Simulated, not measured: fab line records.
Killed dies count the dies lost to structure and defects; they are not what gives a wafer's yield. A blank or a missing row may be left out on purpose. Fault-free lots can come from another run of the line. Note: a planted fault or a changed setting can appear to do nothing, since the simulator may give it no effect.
A struck lot beside a sound one / flow nand-harc / 15 steps out of a route of 1302
Sound: these wafers, L569.3, L569.4, L569.5. Struck: wafers L578.1, L578.2 (left out: L578.5, a lot-mate that was not struck); the cause follows at the end.
Each step with rows lists, per side, the tool, then ch with its chambers, then its first start. Under that, the readings that differ: sound wafers / struck wafers / difference of the means / sigmas: that difference in standard deviations of wafers without a fault.
alike: words and numbers the same on both sides, and readings whose means are apart by under 2 such deviations; not compared: readings that were withheld, readings missing a value for some wafer, numbers with overlapping values and no deviation given by the record, and bounds like >300 which may hide the same value.
The two part at a step that has a row with sigmas, a row that says differs or no value, or rows on one side only. Numbers that don't overlap but have no deviation are shown without sigmas and don't part them. A reading missing from all wafers of one side parts the sides only when that side holds two or more wafers.

first, 3 steps without rows for these wafers: NHARC_P_CONTACT_DESCUM_17 (chemistry O2, time 3 s); NHARC_P_CONTACT_ETCH_35 (etches the open film in CF4, target depth 39 nm, time 65 s); NHARC_P_CONTACT_ETCH_36 (etches the open film in N2/H2, target depth 260 nm, time 406.25 s).
NHARC_P_CONTACT_ETCH_18: etches the open film in C4F8/O2/Ar, target depth 481 nm, time 240.5 s.
  sound on rie-diel-09 ch 0,2; struck on rie-diel-12 ch 2,3
  alike: oes-product-au, rf-vpp-V
  not compared: rf-hours-counter-h
then, 1 step without rows for these wafers: NHARC_P_CONTACT_STRIP_37 (strips in C4F8/O2/Ar).
NHARC_P_CONTACT_ETCH_31: etches the open film in CH3F/O2, target depth 30 nm, time 85.7 s.
  sound on rie-diel-09 ch 0,1; struck on rie-diel-12 ch 1,3
  alike: drypump-motor-current-A, oes-product-au, rf-vpp-V, showerhead-plenum-p-Torr, throttle-valve-pct
  not compared: rf-hours-counter-h
NHARC_P_CONTACT_CD_MEAS_19:
  sound: cd-sem-03 at day 5 22:38; struck: cd-sem-03 at day 9 16:34
  alike: cd-nm
then, 2 steps without rows for these wafers: NHARC_P_CONTACT_STRIP_28 (strips in O2); NHARC_P_CONTACT_STRIP_29 (strips in post etch residue remover, time 1200 s).
NHARC_P_CONTACT_DEGAS_38: time 60 s.
  sound: pvd-sputter-02 at day 5 23:22; struck: pvd-sputter-01 at day 9 17:17
  alike: heater-power-w
then, 1 step without rows for these wafers: NHARC_P_CONTACT_PRE_CLEAN_39 (time 19.5 s).
NHARC_P_CONTACT_PVD_32: deposits Ti, target thk 5 nm, time 17.7 s.
  sound on pvd-sputter-02; struck on pvd-sputter-01
  alike: substrate-temp-c, throttle-valve-pct
NHARC_P_CONTACT_ALD_22: deposits TiN, target thk 3 nm, pulse time 1 s, ald cycles 150.
  sound on ald-metal-01 ch 1,2,3, day 5 23:37; struck on ald-metal-02 ch 0,1, day 9 17:31
reading=ald-cycles; sound=150 150 150; struck=254 254; difference=+104; sigmas=
reading=heater-power-w (W); sound=1138 1076 1437; struck=953 1068; difference=-206; sigmas=-2
  alike: precursor-pulse-height-rel
NHARC_P_CONTACT_CVD_23: deposits W, target thk 200 nm, time 557 s.
  sound on cvd-w-02 ch 0,1; struck on cvd-w-02 ch 0,1
  alike: heater-power-w, throttle-valve-pct
-- jump in the record: it breaks off in module P_CONTACT and resumes in module END (first step shown: number 1302 of the route), and 18 days separate the struck wafers' starts before and after --
NHARC_END_SORT_01:
  sound on prober-01 ch 0, day 24 15:43; struck on prober-01 ch 0, day 28 05:01
reading=killed-at-periphery; sound=9 9 8; struck=1 4; difference=-6; sigmas=-2
  alike: killed-at-array, killed-at-other, killed-dies, killed-open, killed-short

== WHERE THEY PART ==
Last at NHARC_END_SORT_01 as far as this record goes, first at NHARC_P_CONTACT_ALD_22.

WHY: whatever the simulator had introduced
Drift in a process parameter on ald-metal-02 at NHARC_P_CONTACT_ALD_22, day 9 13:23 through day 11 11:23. From 150, the setting ald-cycles moved by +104. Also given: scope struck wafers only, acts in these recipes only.
